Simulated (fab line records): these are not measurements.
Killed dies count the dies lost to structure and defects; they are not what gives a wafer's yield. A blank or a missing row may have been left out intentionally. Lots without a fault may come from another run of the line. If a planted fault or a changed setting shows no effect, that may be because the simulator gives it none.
Chamber matching + flow n5-finfet + uv-cure-02 running N5_BEOL_M10_CURE_71: 3 sister chambers
The step cures SiCOH lowk, time 240 s. 3 wafers are shown with their chamber, then 8 later ones without.

== WAFERS WITH THEIR CHAMBER ==
| wafer  | chamber | wafer_temp_C_max |
|--------|---------|------------------|
| L082.4 | 0       | 386.3            |
| L089.6 | 2       | 386.0            |
| L090.3 | 1       | 386.8            |

== WAFERS WHOSE CHAMBER IS MISSING ==
| wafer  | wafer_temp_C_max |
|--------|------------------|
| L090.4 | 386.9            |
| L090.6 | 386.3            |
| L093.3 | 385.4            |
| L093.5 | 386.1            |
| L093.6 | 385.6            |
| L096.4 | 386.4            |
| L096.5 | 386.3            |
| L096.6 | 387.1            |

== EACH ONE'S CHAMBER ==
| wafer  | from the rows above          | in truth |
|--------|------------------------------|----------|
| L090.4 | can't be placed: 1 or 0      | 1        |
| L090.6 | can't be placed: 0 or 2 or 1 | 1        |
| L093.3 | can't be placed: 2 or 0      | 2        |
| L093.5 | can't be placed: 2 or 0      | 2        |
| L093.6 | can't be placed: 2 or 0      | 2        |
| L096.4 | can't be placed: 0 or 2 or 1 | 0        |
| L096.5 | can't be placed: 0 or 2 or 1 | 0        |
| L096.6 | can't be placed: 1 or 0      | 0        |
Placed correctly: 0 of 8. Not placeable from these rows: 8 (in 8, the candidates include the true chamber). Placed wrongly: 0.
How it was worked out, from the rows above alone: a wafer's distance from a chamber is the root of the sum, over the readings, of the square of ((its reading less the chamber's mean) divided by the reading's scatter). If the next closest chamber is less than 2 further off than the closest, the wafer can't be placed; otherwise it belongs to the closest. The mean given for a chamber averages the wafers shown for that chamber. The scatter (one wafer shown for each chamber): square how far every hidden wafer sits from the nearest shown wafer, average those squares and take the square root.
